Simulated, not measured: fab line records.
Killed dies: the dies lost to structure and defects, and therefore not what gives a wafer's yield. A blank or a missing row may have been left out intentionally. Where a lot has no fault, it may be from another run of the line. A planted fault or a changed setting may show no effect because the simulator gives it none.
Lot-split experiment | flow n5Finfet | route with 1938 steps; 7 lots, 21 wafers read

== ABOUT THE SPLIT ==
At N5_BEOL_M7_ETCH_66 (etches SOC in N2/H2, target depth 80 nm, overetch 16 nm, time 120 s), the setting biasW was moved away from the recipe's 150 W on 3 of the 21 wafers read, by -10.7% to +8.5%. All remaining wafers had this setting at the recipe value.

The reading comes from the split's own step.

== THE READING ==
rfVppV, in V, at N5_BEOL_M7_ETCH_66 (etches SOC in N2/H2, target depth 80 nm, overetch 16 nm, time 120 s). A value of 523.6 V with a standard deviation of 2.3 V is what fault-free wafers of this fab line usually give.

wafer  | tool, chamber at the split | biasW as run, W | against the recipe | rfVppV, V | against lot-mates on the recipe
L078.1 | rieDiel-01, 3              | 150             | recipe             | 520.1     | -
L078.2 | rieDiel-01, 0              | 162.7           | +8.5%              | 553.2     | +32.5
L078.5 | rieDiel-01, 3              | 150             | recipe             | 521.3     | -
L083.1 | rieDiel-04, 2              | 150             | recipe             | 526.0     | -
L083.4 | rieDiel-04, 0              | 150             | recipe             | 521.0     | -
L083.6 | rieDiel-04, 2              | 150             | recipe             | 526.2     | -
L084.1 | rieDiel-01, 3              | 150             | recipe             | 519.6     | -
L084.3 | rieDiel-01, 2              | 150             | recipe             | 522.9     | -
L084.6 | rieDiel-01, 0              | 150             | recipe             | 525.3     | -
L085.4 | rieDiel-01, 2              | 150             | recipe             | 522.8     | -
L085.5 | rieDiel-01, 3              | 150             | recipe             | 519.5     | -
L085.6 | rieDiel-01, 2              | 150             | recipe             | 522.9     | -
L093.1 | rieDiel-01, 1              | 150             | recipe             | 524.4     | -
L093.4 | rieDiel-01, 3              | 140.8           | -6.1%              | 499.5     | -23.4
L093.5 | rieDiel-01, 3              | 150             | recipe             | 521.4     | -
L094.1 | rieDiel-03, 1              | 150             | recipe             | 523.1     | -
L094.2 | rieDiel-03, 0              | 150             | recipe             | 527.0     | -
L094.3 | rieDiel-03, 3              | 150             | recipe             | 525.6     | -
L097.2 | rieDiel-04, 1              | 133.9           | -10.7%             | 485.7     | -39.1
L097.3 | rieDiel-04, 2              | 150             | recipe             | 526.5     | -
L097.4 | rieDiel-04, 3              | 150             | recipe             | 523.1     | -

FIT RESULTS
A straight line over all 21 wafers: rfVppV changes by +3.57 V for each +1% of biasW; r = +0.98; the points scatter about the line by 2.4 V.
The same after taking each lot's own level away (the mean of its wafers on the recipe; 21 wafers): +3.74 V for each +1%; r = +0.99; scatter 1.8 V.
Per that fit: largest biasW move, reading shift of 40 V.
Measured against the standard deviation above, the lots' own levels, which go from 520.70 to 525.23 V, span 2.0 times it.
Hence the lot-to-lot level has little effect on the slope; both slopes agree.
Check: for one of the wafers moved furthest among these (-10.7%), held out of the fit, the line's prediction against its lot-mates is -41.1 V. It came out at -39.1 V against them.
Tool readings at the split's step, against how far the setting was moved: rfVppV r = +0.98.

== OTHER SPLITS ON THESE WAFERS ==
Note: prior to the reading, these wafers also went through further splits. Each is held against what the fit with the lots' levels taken away leaves over:
other split on the same wafers | wafers away from the commonest value | r with rfVppV (lot level and that fit taken away)
N5_BEOL_M5_COAT_05 spinRpm     | 11                                   | -0.24
N5_BEOL_M7_PECVD_70 tempC      | 5                                    | -0.19
N5_BEOL_M7_EXPOSE_25 doseMj    | 6                                    | +0.34

== THE FILE'S OWN FIT ==
rfVppV changes by +3.73 V for each +1% of biasW, r = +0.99.
